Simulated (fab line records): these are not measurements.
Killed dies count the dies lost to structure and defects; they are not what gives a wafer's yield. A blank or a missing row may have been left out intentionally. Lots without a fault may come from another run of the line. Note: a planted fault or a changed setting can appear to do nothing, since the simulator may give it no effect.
fab line records ; flow n5_finfet ; part 1 of 2: steps 1 to 21 of 26
record lots=5; wafers=15; last_day=17
route steps=1938 shown ILD0@340 SDB@347
lots that met no fault: from a run of the same line without faults
start_h: hours from the record's opening day to when the first of the lot's shown wafers began ; wait_h: how many hours have passed since the lot's step before this one ; " same as the row above ; L1.1+2: a single row standing in for several wafers ; - no value, or no start was given ; * or withheld: withheld ; < > ~ a bound
route shown NAME@n: NAME is a module with steps in the file, n the number in the route of the first one ; usual: mean and standard deviation over wafers with no fault ; same: alike in all rows ; chamber/n: place in a boat ; sites: readings site by site ; _std_site: standard deviation across them ; _edge_site: mean of outer sites minus mean of inner sites ; radius_mm: for every site, how far away it sits from the centre of the wafer ; mask NAME#n: copy n ; behind: the tool/chamber that last shaped the wafer ; hold: why the lot went on hold/how many hours it stayed there/how the hold came to an end ; device: the n, p or np transistor that did not switch ; end of line: tests run on the same wafers once the route is complete ; for a step that has no rows: nothing shown but its recipe ; killed: dies lost to structure and defects at the first sort, not the wafer's yield ; map: a wafer's dies, marking killed ones x, the rest . and places with no die _
set.NAME: setting as actually run; set.NAME@STEP: the setting as run at that earlier step ; model.NAME: the simulator's own value behind a step, which no gauge read
certain route steps with their lots: each step a table, each wafer a row
services: when a tool's chamber went out of use (start_h, in hours from the record's first day, below 0 if earlier), for how many hours, and the reason
## steps
# step N5_ILD0_CMP_07
# recipe stop_on=poly-Si; material=SiO2_flowable; t_overpolish_s=1.18; post_cmp_clean=alkaline_brush; down_force_psi=4.1491; platen_rpm=51.796; pad_velocity_m_s=1.0306; target_thk_nm=138.88
# usual edge_zone_pressure_frac=1.000/0.0044; motor_current_A=12.4/1.2
lot.wafer;tool;chamber;start_h;wait_h;edge_zone_pressure_frac;motor_current_A
L074.4;cmp-03;0;62.53;0.1;1.000;12.1
L074.5;cmp-03;1;62.53;0.1;1.002;13.1
L074.6;cmp-03;2;62.53;0.1;0.997;12.8
L084.2;cmp-03;0;121.79;0.1;0.994;12.2
L084.5;cmp-03;3;121.79;0.1;0.995;9.8
L084.6;cmp-03;0;121.79;0.1;0.998;12.1
L086.4;cmp-02;0;136.23;0.0;1.001;13.3
L086.2;cmp-02;1;136.23;0.0;1.002;14.7
L086.6;cmp-02;1;136.23;0.0;0.999;14.4
L090.3;cmp-03;0;156.90;0.1;0.994;12.2
L090.4;cmp-03;1;156.90;0.1;1.001;12.9
L090.2;cmp-03;2;156.90;0.1;1.001;11.7
L097.2;cmp-01;2;201.90;0.1;0.997;12.4
L097.3;cmp-01;3;201.90;0.1;1.004;11.2
L097.1;cmp-01;0;201.90;0.1;1.004;12.1
# step N5_ILD0_THK_MEAS_08
# usual thk_nm=138.4/1.4
lot.wafer;tool;chamber;start_h;wait_h;thk_nm
L074.4;film_metro-02;-;62.72;-;138.8
L074.5;film_metro-02;-;62.72;-;137.3
L074.6;film_metro-02;-;62.72;-;138.6
L084.2;film_metro-02;-;122.05;-;139.6
L084.5;film_metro-02;-;122.05;-;138.6
L084.6;film_metro-02;-;122.05;-;140.2
L086.2;film_metro-02;-;136.53;-;137.6
L086.4;film_metro-02;-;136.53;-;136.9
L086.6;film_metro-02;-;136.53;-;136.9
L090.2;film_metro-02;-;157.15;-;138.4
L090.3;film_metro-02;-;157.15;-;139.7
L090.4;film_metro-02;-;157.15;-;137.7
L097.1;film_metro-02;-;202.16;-;138.5
L097.2;film_metro-02;-;202.16;-;139.4
L097.3;film_metro-02;-;202.16;-;140.5
# step N5_ILD0_PRECLEAN_10
# recipe chemistry=NF3:NH3; afs_cycles=5; time_s=20; temp_c=30; sublimation_temp_c=180; sublimation_time_s=60; pressure_torr=3; rf_power_w=30
# usual sublimation_temp_c=179.97/0.17
lot.wafer;tool;chamber;start_h;wait_h;sublimation_temp_c
L074.4;remote_plasma-01;1;63.08;0.4;180.12
L074.5;remote_plasma-01;1;63.08;0.4;180.26
L074.6;remote_plasma-01;1;63.08;0.4;180.01
L084.2;remote_plasma-01;1;122.19;0.1;179.99
L084.5;remote_plasma-01;1;122.19;0.1;179.68
L084.6;remote_plasma-01;1;122.19;0.1;179.60
L086.2;remote_plasma-02;0;136.71;0.2;180.18
L086.4;remote_plasma-02;0;136.71;0.2;179.86
L086.6;remote_plasma-02;0;136.71;0.2;179.81
L090.2;remote_plasma-01;1;157.30;0.1;179.94
L090.3;remote_plasma-01;1;157.30;0.1;179.98
L090.4;remote_plasma-01;1;157.30;0.1;180.02
L097.1;remote_plasma-02;1;202.20;0.0;179.93
L097.2;remote_plasma-02;1;202.20;0.0;180.04
L097.3;remote_plasma-02;1;202.20;0.0;180.03
# step N5_ILD0_ALD_15
# recipe material=SiNx; target_thk_a=240; temp_c=400; ald_precursor_family=SiH2I2; ald_co_reactant=N2/H2-plasma; pulse_time_s=1; ald_cycles=480; purge_time_s=2; co_reactant_purge_time_s=2; pressure_torr=2
# usual heater_power_w=809/81; precursor_pulse_height_rel=0.999/0.019
# same ald_cycles=480; co_reactant_purge_time_s=2
lot.wafer;tool;chamber;start_h;wait_h;heater_power_w;precursor_pulse_height_rel
L074.4;ald_sin-02;3;64.99;1.8;751;1.028
L074.5;ald_sin-02;2;64.99;1.8;777;1.022
L074.6;ald_sin-02;0;64.99;1.8;786;0.959
L084.2;ald_sin-01;0;122.88;0.6;756;1.003
L084.5;ald_sin-01;2;123.97;1.3;745;0.978
L084.6;ald_sin-01;1;123.97;1.3;836;0.959
L086.2;ald_sin-01;1;137.46;0.6;828;0.990
L086.4;ald_sin-01;0;137.46;0.6;773;1.022
L086.6;ald_sin-01;0;138.55;1.1;761;0.978
L090.2;ald_sin-02;2;157.87;0.5;784;0.991
L090.3;ald_sin-02;3;157.87;0.5;774;0.992
L090.4;ald_sin-02;0;157.87;0.5;789;0.999
L097.1;ald_sin-02;2;202.88;0.6;804;1.007
L097.2;ald_sin-02;0;202.88;0.6;769;0.977
L097.3;ald_sin-02;3;202.88;0.6;765;1.021
# step N5_ILD0_CMP_12
# recipe stop_on=poly-Si; material=SiNx; t_overpolish_s=6; post_cmp_clean=alkaline_brush; down_force_psi=2.5; platen_rpm=51.8; pad_velocity_m_s=1.0307; target_thk_nm=17.67
# usual edge_zone_pressure_frac=1.001/0.005; motor_current_A=9.1/0.86; overpolish_run_s=6.000/0.0091; time_to_endpoint_s=28/3.7
lot.wafer;tool;chamber;start_h;wait_h;edge_zone_pressure_frac;motor_current_A;overpolish_run_s;time_to_endpoint_s
L074.4;cmp-01;3;66.10;0.0;0.995;8.4;6.009;35
L074.5;cmp-01;3;66.10;0.0;0.991;8.3;5.990;37
L074.6;cmp-01;0;66.10;0.0;1.005;9.2;6.006;30
L084.2;cmp-03;2;125.16;1.2;1.001;9.0;6.001;25
L084.5;cmp-03;0;125.16;1.2;1.005;9.4;5.992;31
L084.6;cmp-03;1;125.16;1.2;1.000;9.4;5.990;24
L086.2;cmp-02;2;139.66;1.1;1.007;9.2;5.998;23
L086.4;cmp-02;0;139.66;1.1;1.003;9.6;6.009;22
L086.6;cmp-02;2;139.66;1.1;1.001;10.1;6.001;24
L090.4;cmp-01;0;160.07;1.1;0.996;8.9;6.024;26
L090.3;cmp-01;1;160.07;1.1;1.000;7.9;5.999;22
L090.2;cmp-01;3;160.07;1.1;1.002;8.2;5.996;32
L097.2;cmp-01;2;205.08;1.1;1.006;8.8;5.997;31
L097.3;cmp-01;0;205.08;1.1;1.003;8.6;5.988;29
L097.1;cmp-01;1;205.08;1.1;1.005;8.2;6.004;24
# step N5_ILD0_THK_MEAS_13
# usual thk_nm=17.1/1.6
lot.wafer;tool;chamber;start_h;wait_h;thk_nm
L074.4;film_metro-01;-;66.40;-;20.2
L074.5;film_metro-01;-;66.40;-;20.6
L074.6;film_metro-01;-;66.40;-;18.1
L084.2;film_metro-02;-;125.38;-;16.4
L084.5;film_metro-02;-;125.38;-;17.6
L084.6;film_metro-02;-;125.38;-;15.7
L086.2;film_metro-01;-;139.96;-;15.6
L086.4;film_metro-01;-;139.96;-;13.8
L086.6;film_metro-01;-;139.96;-;15.1
L090.2;film_metro-02;-;160.36;-;19.3
L090.3;film_metro-02;-;160.36;-;12.7
L090.4;film_metro-02;-;160.36;-;15.4
L097.1;film_metro-01;-;205.37;-;14.7
L097.2;film_metro-01;-;205.37;-;16.0
L097.3;film_metro-01;-;205.37;-;16.5
# step N5_ILD0_INSPECT_06
# recipe inspect_instrument=darkfield; mode=post_cmp
# usual raw_defect_count=40/18
lot.wafer;tool;chamber;start_h;wait_h;raw_defect_count
L074.4;defect_inspect-02;-;66.42;0.0;29
L074.5;defect_inspect-02;-;66.42;0.0;18
L074.6;defect_inspect-02;-;66.42;0.0;19
L084.2;defect_inspect-01;-;125.40;0.0;27
L084.5;defect_inspect-01;-;125.40;0.0;44
L084.6;defect_inspect-01;-;125.40;0.0;19
L086.2;defect_inspect-02;-;139.99;0.0;22
L086.4;defect_inspect-02;-;139.99;0.0;27
L086.6;defect_inspect-02;-;139.99;0.0;23
L090.2;defect_inspect-01;-;160.39;0.0;37
L090.3;defect_inspect-01;-;160.39;0.0;37
L090.4;defect_inspect-01;-;160.39;0.0;26
L097.1;defect_inspect-01;-;205.40;0.0;83
L097.2;defect_inspect-01;-;205.40;0.0;22
L097.3;defect_inspect-01;-;205.40;0.0;54
# step N5_SDB_HM_DEP_00
# recipe material=SiNx; target_thk_a=400; temp_c=400; precursor=SiH4/NH3/N2; pressure_torr=1.5; rf_w=300; time_s=35.3
# usual heater_power_w=744/120; showerhead_plenum_p_Torr=5.12/0.061; throttle_valve_pct=41.3/2.5
lot.wafer;tool;chamber;start_h;wait_h;heater_power_w;showerhead_plenum_p_Torr;throttle_valve_pct
L074.4;pecvd-03;0;66.49;0.1;846;5.05;40.4
L074.5;pecvd-03;2;66.49;0.1;783;5.05;36.9
L074.6;pecvd-03;1;66.49;0.1;580;5.11;44.8
L084.2;pecvd-02;0;125.44;0.0;601;5.13;39.3
L084.5;pecvd-02;0;125.44;0.0;610;5.15;39.6
L084.6;pecvd-02;1;125.44;0.0;705;5.12;42.2
L086.2;pecvd-02;1;140.02;0.0;791;5.11;42.1
L086.4;pecvd-02;0;140.02;0.0;612;5.13;39.5
L086.6;pecvd-02;1;140.02;0.0;786;5.13;42.1
L090.2;pecvd-04;2;160.43;0.0;949;5.13;36.6
L090.3;pecvd-04;1;160.43;0.0;932;5.05;43.7
L090.4;pecvd-04;2;160.43;0.0;924;5.13;37.0
L097.1;pecvd-02;1;205.44;0.0;765;5.13;42.2
L097.2;pecvd-02;0;205.44;0.0;648;5.14;39.9
L097.3;pecvd-02;1;205.44;0.0;770;5.13;42.0
# step N5_SDB_COAT_03
# recipe resist=SOC; temp_c=250; time_s=60; spin_rpm=1500; resist_thk_nm=100
# usual chill_plate_temp_C=23.02/0.12
lot.wafer;tool;chamber;start_h;wait_h;chill_plate_temp_C
L074.4;litho_track-02;0;66.54;0.0;23.05
L074.5;litho_track-02;0;66.54;0.0;23.06
L074.6;litho_track-02;0;66.54;0.0;22.96
L084.2;litho_track-03;0;125.55;0.1;22.99
L084.5;litho_track-03;0;125.55;0.1;23.11
L084.6;litho_track-03;0;125.55;0.1;22.94
L086.2;litho_track-04;0;140.13;0.1;22.97
L086.4;litho_track-04;0;140.13;0.1;23.19
L086.6;litho_track-04;0;140.13;0.1;22.97
L090.2;litho_track-04;0;160.51;0.1;22.72
L090.3;litho_track-04;0;160.51;0.1;22.95
L090.4;litho_track-04;0;160.51;0.1;22.88
L097.1;litho_track-04;0;205.55;0.1;22.92
L097.2;litho_track-04;0;205.55;0.1;22.99
L097.3;litho_track-04;0;205.55;0.1;22.96
# step N5_SDB_COAT_04
# recipe resist=SiARC; temp_c=220; time_s=60; spin_rpm=1500; resist_thk_nm=18
# usual chill_plate_temp_C=23.01/0.1
lot.wafer;tool;chamber;start_h;wait_h;chill_plate_temp_C
L074.4;litho_track-02;0;-;-;22.93
L074.5;litho_track-02;0;-;-;23.01
L074.6;litho_track-02;0;-;-;22.92
L084.2;litho_track-03;0;-;-;23.09
L084.5;litho_track-03;0;-;-;22.94
L084.6;litho_track-03;0;-;-;22.86
L086.2;litho_track-04;0;-;-;22.94
L086.4;litho_track-04;0;-;-;22.99
L086.6;litho_track-04;0;-;-;23.10
L090.2;litho_track-04;0;-;-;22.93
L090.3;litho_track-04;0;-;-;22.95
L090.4;litho_track-04;0;-;-;23.01
L097.1;litho_track-04;0;-;-;22.85
L097.2;litho_track-04;0;-;-;22.92
L097.3;litho_track-04;0;-;-;22.91
# step N5_SDB_COAT_05
# recipe resist=CAR-ArF; spin_rpm=1500; resist_thk_nm=90
# usual chill_plate_temp_C=23.00/0.11
lot.wafer;tool;chamber;start_h;wait_h;chill_plate_temp_C
L074.4;litho_track-02;0;-;-;22.87
L074.5;litho_track-02;0;-;-;22.98
L074.6;litho_track-02;0;-;-;23.06
L084.2;litho_track-03;0;-;-;23.25
L084.5;litho_track-03;0;-;-;23.03
L084.6;litho_track-03;0;-;-;23.15
L086.2;litho_track-04;0;-;-;22.94
L086.4;litho_track-04;0;-;-;22.95
L086.6;litho_track-04;0;-;-;23.03
L090.2;litho_track-04;0;-;-;22.80
L090.3;litho_track-04;0;-;-;22.97
L090.4;litho_track-04;0;-;-;23.01
L097.1;litho_track-04;0;-;-;22.90
L097.2;litho_track-04;0;-;-;22.96
L097.3;litho_track-04;0;-;-;22.73
# step N5_SDB_EBR_07
# recipe solvent=PGMEA; ebr_width_mm=1.5
# usual chill_plate_temp_C=22.99/0.11
lot.wafer;tool;chamber;start_h;wait_h;chill_plate_temp_C
L074.4;litho_track-02;0;-;-;22.98
L074.5;litho_track-02;0;-;-;23.04
L074.6;litho_track-02;0;-;-;23.08
L084.2;litho_track-03;0;-;-;23.17
L084.5;litho_track-03;0;-;-;23.13
L084.6;litho_track-03;0;-;-;23.06
L086.2;litho_track-04;0;-;-;22.94
L086.4;litho_track-04;0;-;-;23.04
L086.6;litho_track-04;0;-;-;22.80
L090.2;litho_track-04;0;-;-;22.95
L090.3;litho_track-04;0;-;-;23.07
L090.4;litho_track-04;0;-;-;22.90
L097.1;litho_track-04;0;-;-;22.84
L097.2;litho_track-04;0;-;-;23.12
L097.3;litho_track-04;0;-;-;23.04
# step N5_SDB_SOFTBAKE_06
# recipe temp_c=110; time_s=60; resist=CAR-ArF
# usual chill_plate_temp_C=22.98/0.11
lot.wafer;tool;chamber;start_h;wait_h;chill_plate_temp_C
L074.4;litho_track-02;0;-;-;22.86
L074.5;litho_track-02;0;-;-;22.90
L074.6;litho_track-02;0;-;-;23.20
L084.2;litho_track-03;0;-;-;23.09
L084.5;litho_track-03;0;-;-;23.08
L084.6;litho_track-03;0;-;-;22.97
L086.2;litho_track-04;0;-;-;23.06
L086.4;litho_track-04;0;-;-;23.01
L086.6;litho_track-04;0;-;-;23.13
L090.2;litho_track-04;0;-;-;22.88
L090.3;litho_track-04;0;-;-;23.02
L090.4;litho_track-04;0;-;-;22.88
L097.1;litho_track-04;0;-;-;23.06
L097.2;litho_track-04;0;-;-;23.08
L097.3;litho_track-04;0;-;-;23.06
# step N5_SDB_EXPOSE_08
# recipe mask_id=SDB; na=1.35; source_shape=conventional; sigma_outer=0.5; polarization=unpolarized; dose_mj=49.6
# usual stage_vel_mm_s=499.98/0.27
lot.wafer;tool;chamber;start_h;wait_h;mask;stage_vel_mm_s
L074.4;arfi_scanner-02;0;66.80;-;SDB#0;499.83
L074.5;arfi_scanner-02;0;66.80;-;SDB#0;499.57
L074.6;arfi_scanner-02;0;66.80;-;SDB#0;499.52
L084.2;arfi_scanner-01;0;125.80;-;SDB#0;499.53
L084.5;arfi_scanner-01;0;125.80;-;SDB#0;500.36
L084.6;arfi_scanner-01;0;125.80;-;SDB#0;499.84
L086.2;arfi_scanner-03;0;140.26;-;SDB#0;499.96
L086.4;arfi_scanner-03;0;140.26;-;SDB#0;499.74
L086.6;arfi_scanner-03;0;140.26;-;SDB#0;499.91
L090.2;arfi_scanner-03;0;160.76;-;SDB#0;499.88
L090.3;arfi_scanner-03;0;160.76;-;SDB#0;500.32
L090.4;arfi_scanner-03;0;160.76;-;SDB#0;500.33
L097.1;arfi_scanner-03;0;205.66;-;SDB#0;499.89
L097.2;arfi_scanner-03;0;205.66;-;SDB#0;499.55
L097.3;arfi_scanner-03;0;205.66;-;SDB#0;500.13
# step N5_SDB_PEB_09
# recipe peb_temp_c=withheld; peb_time_s=60; resist=CAR-ArF
# usual chill_plate_temp_C=23.01/0.1
lot.wafer;tool;chamber;start_h;wait_h;chill_plate_temp_C
L074.4;litho_track-04;0;66.85;0.0;22.89
L074.5;litho_track-04;0;66.85;0.0;23.08
L074.6;litho_track-04;0;66.85;0.0;22.95
L084.2;litho_track-04;0;125.85;0.0;23.07
L084.5;litho_track-04;0;125.85;0.0;23.03
L084.6;litho_track-04;0;125.85;0.0;23.04
L086.2;litho_track-03;0;140.31;0.0;23.14
L086.4;litho_track-03;0;140.31;0.0;23.07
L086.6;litho_track-03;0;140.31;0.0;23.12
L090.2;litho_track-04;0;160.81;0.0;23.06
L090.3;litho_track-04;0;160.81;0.0;22.97
L090.4;litho_track-04;0;160.81;0.0;23.02
L097.1;litho_track-03;0;205.73;0.1;23.12
L097.2;litho_track-03;0;205.73;0.1;23.02
L097.3;litho_track-03;0;205.73;0.1;23.04
# step N5_SDB_DEVELOP_10
# recipe develop_time_s=30; developer=TMAH; resist=CAR-ArF; rinse_liquid=diw; dry=air_spin; dev_temp_c=23
# usual chill_plate_temp_C=23.00/0.1; developer_temp_C=23.00/0.11
lot.wafer;tool;chamber;start_h;wait_h;chill_plate_temp_C;developer_temp_C
L074.4;litho_track-04;0;-;-;22.87;23.18
L074.5;litho_track-04;0;-;-;23.04;23.09
L074.6;litho_track-04;0;-;-;23.06;23.07
L084.2;litho_track-04;0;-;-;23.03;22.85
L084.5;litho_track-04;0;-;-;22.88;22.88
L084.6;litho_track-04;0;-;-;22.87;22.90
L086.2;litho_track-03;0;-;-;23.00;23.15
L086.4;litho_track-03;0;-;-;22.87;22.96
L086.6;litho_track-03;0;-;-;22.95;23.05
L090.2;litho_track-04;0;-;-;22.92;23.03
L090.3;litho_track-04;0;-;-;23.05;23.04
L090.4;litho_track-04;0;-;-;23.16;22.88
L097.1;litho_track-03;0;-;-;22.89;22.68
L097.2;litho_track-03;0;-;-;22.87;22.90
L097.3;litho_track-03;0;-;-;22.95;22.99
# step N5_SDB_CD_MEAS_11
# recipe target_cd_nm=50; landing_energy_ev=500; detector=se_inlens; polarity=opening
# usual cd_nm=49.4/1.6
lot.wafer;tool;chamber;start_h;wait_h;cd_nm
L074.4;cd_sem-03;0;66.91;-;50.9
L074.5;cd_sem-03;0;66.91;-;52.9
L074.6;cd_sem-03;0;66.91;-;53.7
L084.2;cd_sem-03;0;125.92;-;50.6
L084.5;cd_sem-03;0;125.92;-;48.1
L084.6;cd_sem-03;0;125.92;-;52.4
L086.2;cd_sem-02;0;140.38;-;50.8
L086.4;cd_sem-02;0;140.38;-;48.6
L086.6;cd_sem-02;0;140.38;-;47.6
L090.2;cd_sem-02;0;160.88;-;46.3
L090.3;cd_sem-02;0;160.88;-;50.6
L090.4;cd_sem-02;0;160.88;-;52.4
L097.1;cd_sem-03;0;205.79;-;48.1
L097.2;cd_sem-03;0;205.79;-;50.0
L097.3;cd_sem-03;0;205.79;-;48.7
# step N5_SDB_OVL_MEAS_12
# recipe points_per_wafer=44
# usual SDB_OVL=-0.3/0.66
# same points_per_wafer=44
lot.wafer;tool;chamber;start_h;wait_h;SDB_OVL[nm]
L074.4;overlay-01;0;66.94;0.0;-0.1
L074.5;overlay-01;0;66.94;0.0;0.0
L074.6;overlay-01;0;66.94;0.0;-0.2
L084.2;overlay-02;0;125.95;0.0;0.9
L084.5;overlay-02;0;125.95;0.0;0.2
L084.6;overlay-02;0;125.95;0.0;0.3
L086.2;overlay-01;0;140.41;0.0;0.4
L086.4;overlay-01;0;140.41;0.0;0.0
L086.6;overlay-01;0;140.41;0.0;1.0
L090.2;overlay-01;0;160.91;0.0;-0.6
L090.3;overlay-01;0;160.91;0.0;-1.0
L090.4;overlay-01;0;160.91;0.0;-0.9
L097.1;overlay-01;0;205.85;0.1;-0.1
L097.2;overlay-01;0;205.85;0.1;-0.4
L097.3;overlay-01;0;205.85;0.1;0.0
# step N5_SDB_INSPECT_13
# recipe mode=adi; inspect_instrument=brightfield
# usual raw_defect_count=71/29
lot.wafer;tool;chamber;start_h;wait_h;raw_defect_count
L074.4;defect_inspect-01;-;66.97;0.0;29
L074.5;defect_inspect-01;-;66.97;0.0;63
L074.6;defect_inspect-01;-;66.97;0.0;90
L084.2;defect_inspect-02;-;125.97;0.0;63
L084.5;defect_inspect-02;-;125.97;0.0;123
L084.6;defect_inspect-02;-;125.97;0.0;41
L086.2;defect_inspect-02;-;140.43;0.0;37
L086.4;defect_inspect-02;-;140.43;0.0;107
L086.6;defect_inspect-02;-;140.43;0.0;103
L090.2;defect_inspect-02;-;160.93;0.0;87
L090.3;defect_inspect-02;-;160.93;0.0;67
L090.4;defect_inspect-02;-;160.93;0.0;30
L097.1;defect_inspect-01;-;205.87;0.0;65
L097.2;defect_inspect-01;-;205.87;0.0;55
L097.3;defect_inspect-01;-;205.87;0.0;64
# step N5_SDB_DESCUM_16
# recipe chemistry=O2; time_s=7.9; source_power_w=50; bias_power_w=20; pressure_mtorr=20; rf_frequency_hz=2.712e+07; temp_c=40; resist=CAR-ArF; o2_flow_sccm=225
# usual chamber_pressure_mTorr=19.998/0.019; drypump_motor_current_A=5.7/0.41; oes_product_au=0.77/0.089; rf_vpp_V=243.0/1.4; showerhead_plenum_p_Torr=2.09/0.079; throttle_valve_pct=20.47/0.24
lot.wafer;tool;chamber;start_h;wait_h;chamber_pressure_mTorr;drypump_motor_current_A;oes_product_au;rf_hours_counter_h;rf_vpp_V;showerhead_plenum_p_Torr;throttle_valve_pct
L074.4;rie_diel-01;1;67.59;0.6;19.991;6.1;0.79;145;243.3;2.10;20.41
L074.5;rie_diel-01;2;67.59;0.6;19.977;5.1;0.97;-;243.3;2.07;20.23
L074.6;rie_diel-01;3;67.59;0.6;19.992;5.8;0.72;-;245.4;2.18;20.91
L084.2;rie_diel-02;2;126.04;0.1;19.968;5.3;0.95;3;245.3;2.23;20.42
L084.5;rie_diel-02;1;126.04;0.1;19.985;5.9;0.67;-;240.6;1.95;20.44
L084.6;rie_diel-02;2;126.04;0.1;19.993;5.3;0.94;-;245.0;2.23;20.41
L086.2;rie_diel-01;0;140.46;0.0;19.984;5.8;0.71;176;243.5;2.17;20.41
L086.4;rie_diel-01;3;140.46;0.0;19.996;5.8;0.69;190;243.7;2.17;20.96
L086.6;rie_diel-01;3;140.46;0.0;19.986;5.8;0.70;-;245.9;2.17;20.96
L090.2;rie_diel-03;3;160.97;0.0;19.985;6.0;0.86;61;242.8;2.16;20.40
L090.3;rie_diel-03;0;160.97;0.0;20.002;5.4;0.67;232;239.8;1.97;20.58
L090.4;rie_diel-03;2;160.97;0.0;19.948;5.5;0.76;125;243.7;2.13;20.69
L097.1;rie_diel-01;1;206.48;0.6;20.026;6.1;0.74;195;241.1;2.08;20.49
L097.2;rie_diel-01;2;206.48;0.6;19.963;5.1;0.86;55;241.9;2.05;20.33
L097.3;rie_diel-01;0;206.48;0.6;20.006;5.8;0.70;190;242.7;2.16;20.42
# step N5_SDB_ETCH_17
# recipe chemistry=CF4; target=SiARC; target_depth_a=234; mask_material=CAR-ArF; time_s=39; ion_energy_ev=80; pressure_mtorr=40; source_w=545; bias_w=36; Ar_flow_sccm=100; cf4_flow_sccm=100; ends=cleared
# usual bias_w=36.01/0.11; chamber_pressure_mTorr=40.00/0.038; drypump_motor_current_A=5.7/0.41; etch_rf_on_time_s=39.3/1.9; mfc_ar_sccm=100.0/0.33; oes_product_au=0.66/0.083; rf_vpp_V=184.0/1.1; showerhead_plenum_p_Torr=2.13/0.081; throttle_valve_pct=15.62/0.27
lot.wafer;tool;chamber;start_h;wait_h;bias_w;chamber_pressure_mTorr;drypump_motor_current_A;etch_rf_on_time_s;mfc_ar_sccm;oes_product_au;rf_hours_counter_h;rf_vpp_V;showerhead_plenum_p_Torr;throttle_valve_pct
L074.4;rie_diel-01;1;67.63;0.0;36.03;39.98;6.1;40.3;99.6;0.65;145;184.8;2.13;15.47
L074.5;rie_diel-01;2;67.63;0.0;35.84;40.03;5.1;37.0;100.2;0.85;-;184.4;2.08;15.16
L074.6;rie_diel-01;3;67.63;0.0;36.20;39.97;5.7;37.5;99.9;0.63;-;184.8;2.22;15.95
L084.2;rie_diel-02;2;126.07;0.0;36.03;40.01;5.3;36.4;99.9;0.85;3;184.0;2.30;15.60
L084.5;rie_diel-02;1;126.07;0.0;35.94;39.96;5.9;39.8;100.3;0.59;-;182.6;2.03;15.83
L084.6;rie_diel-02;2;126.07;0.0;36.10;40.05;5.3;36.2;100.0;0.84;-;186.3;2.30;15.61
L086.2;rie_diel-01;0;140.50;0.0;35.91;40.02;5.8;42.5;100.2;0.59;176;184.8;2.24;15.82
L086.4;rie_diel-01;3;140.50;0.0;35.87;39.95;5.8;37.9;99.6;0.61;190;185.6;2.21;16.00
L086.6;rie_diel-01;3;140.50;0.0;35.81;39.94;5.8;37.7;100.1;0.62;-;185.0;2.21;15.98
L090.2;rie_diel-03;3;161.00;0.0;36.10;39.99;6.0;39.5;99.7;0.73;61;183.6;2.19;15.47
L090.3;rie_diel-03;0;161.00;0.0;35.81;39.99;5.4;42.1;100.1;0.57;232;183.7;2.01;15.72
L090.4;rie_diel-03;2;161.00;0.0;36.03;39.94;5.6;40.6;99.7;0.64;125;184.9;2.17;15.75
L097.1;rie_diel-01;1;206.51;0.0;36.11;40.01;6.1;40.3;99.9;0.62;195;185.1;2.11;15.58
L097.2;rie_diel-01;2;206.51;0.0;35.95;40.07;5.1;37.3;100.1;0.75;55;184.0;2.07;15.24
L097.3;rie_diel-01;0;206.51;0.0;35.94;40.00;5.8;42.5;99.7;0.59;190;185.2;2.23;15.87
